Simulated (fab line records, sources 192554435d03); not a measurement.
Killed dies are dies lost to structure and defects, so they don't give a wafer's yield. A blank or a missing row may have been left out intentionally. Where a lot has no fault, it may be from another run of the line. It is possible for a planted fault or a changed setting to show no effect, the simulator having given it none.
Split-lot trial + flow n5 finfet + 7 lots, 21 wafers read, on a route of 1938 steps

== SPLIT DETAILS ==
At N5_BEOL_M13_EXPOSE_07 (exposes mask V12), the setting dose mj was moved away from the recipe's 24.8 on 6 of the 21 wafers read, by -5.9% to +6.3%. For the rest of the wafers, this setting stayed at what the recipe calls for.

== FROM THE SPLIT TO THE READING: what the file shows between them, 6 steps ==
- N5_BEOL_M13_PEB_08: peb time 90 s
- N5_BEOL_M13_DEVELOP_09: develop time 45 s
- N5_BEOL_M13_HARDBAKE_14: time 120 s
- N5_BEOL_M13_CD_MEAS_10: target cd 190 nm
- N5_BEOL_M13_STRIP_71: strips in post etch residue remover, time 60 s
- N5_BEOL_M13_SRD_72: time 30 s, dry time 30 s

== THE READING ==
Shown in nm: cd nm at N5_BEOL_M13_CD_MEAS_17, with target cd 190 nm. Typical for fault-free wafers on this fab line: 190.2 nm, with standard deviation 1.2 nm.

| wafer  | tool, chamber at the split | dose mj as run | against the recipe | cd nm, nm | against lot-mates on the recipe |
|--------|----------------------------|----------------|--------------------|-----------|---------------------------------|
| L076.2 | krf scanner-02, 0          | 24.8           | recipe             | 192.3     | -                               |
| L076.3 | krf scanner-02, 0          | 24.8           | recipe             | 192.0     | -                               |
| L076.6 | krf scanner-02, 0          | 24.8           | recipe             | 190.4     | -                               |
| L077.1 | krf scanner-01, 0          | 24.8           | recipe             | 191.0     | -                               |
| L077.3 | krf scanner-01, 0          | 24.8           | recipe             | 189.4     | -                               |
| L077.5 | krf scanner-01, 0          | 24.8           | recipe             | 191.5     | -                               |
| L090.2 | krf scanner-01, 0          | 24.8           | recipe             | 188.4     | -                               |
| L090.3 | krf scanner-01, 0          | 24.8           | recipe             | 188.2     | -                               |
| L090.6 | krf scanner-01, 0          | 23.82          | -4.0%              | 185.1     | -3.2                            |
| L089.1 | krf scanner-01, 0          | 23.33          | -5.9%              | 183.5     | -7.4                            |
| L089.4 | krf scanner-01, 0          | 24.8           | recipe             | 191.2     | -                               |
| L089.5 | krf scanner-01, 0          | 24.8           | recipe             | 190.7     | -                               |
| L095.1 | krf scanner-02, 0          | 26.16          | +5.5%              | 196.5     | +5.5                            |
| L095.2 | krf scanner-02, 0          | 24.8           | recipe             | 191.0     | -                               |
| L095.5 | krf scanner-02, 0          | 26.16          | +5.5%              | 198.3     | +7.3                            |
| L094.1 | krf scanner-02, 0          | 26.36          | +6.3%              | 197.2     | +7.0                            |
| L094.2 | krf scanner-02, 0          | 24.8           | recipe             | 190.2     | -                               |
| L094.3 | krf scanner-02, 0          | 26.36          | +6.3%              | 197.4     | +7.2                            |
| L097.4 | krf scanner-01, 0          | 24.8           | recipe             | 190.4     | -                               |
| L097.5 | krf scanner-01, 0          | 24.8           | recipe             | 188.4     | -                               |
| L097.6 | krf scanner-01, 0          | 24.8           | recipe             | 189.5     | -                               |

FIT RESULTS
A straight line over all 21 wafers: cd nm changes by +1.19 nm for each +1% of dose mj; r = +0.95; the points scatter about the line by 1.2 nm.
The same after taking each lot's own level away (the mean of its wafers on the recipe; 21 wafers): +1.14 nm for each +1%; r = +0.98; scatter 0.74 nm.
According to that fit, moving dose mj by its largest amount changes the reading by 7.1 nm.
The span of the lots' own levels, 188.30 to 191.57 nm, comes to 2.7 times the standard deviation stated above.
So the lot-to-lot level changes the slope little: the two slopes agree.
Check: for one of the wafers moved furthest among these (+6.3%), held out of the fit, the line's prediction against its lot-mates is +7.23 nm. It came out at +7 nm against them.

== OTHER SPLITS APPLIED TO THESE WAFERS ==
These wafers also went through other splits before the reading. Each is held against what the fit with the lots' levels taken away leaves over:
| other split on the same wafers     | wafers away from the commonest value | r with cd nm (lot level and that fit taken away) |
|------------------------------------|--------------------------------------|--------------------------------------------------|
| N5_BEOL_M8_TRENCH_ETCH_37 source w | 7                                    | -0.20                                            |
| N5_BEOL_M11_COAT_63 spin rpm       | 7                                    | +0.10                                            |
| N5_BEOL_M11_COAT_22 spin rpm       | 10                                   | -0.16                                            |

== THE WHOLE CHAIN: every reading that the file lists as answering this split, in the file's order ==
| step                   | what it does     | reading | change (the file's fit)              | r (the file's) |
|------------------------|------------------|---------|--------------------------------------|----------------|
| N5_BEOL_M13_CD_MEAS_10 | target cd 190 nm | cd nm   | +1.06 nm for each +1% of the setting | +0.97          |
| N5_BEOL_M13_CD_MEAS_17 | target cd 190 nm | cd nm   | +1.14 nm for each +1% of the setting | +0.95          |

== FILE'S OWN FIT ==
cd nm changes by +1.14 nm for each +1% of dose mj, r = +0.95.
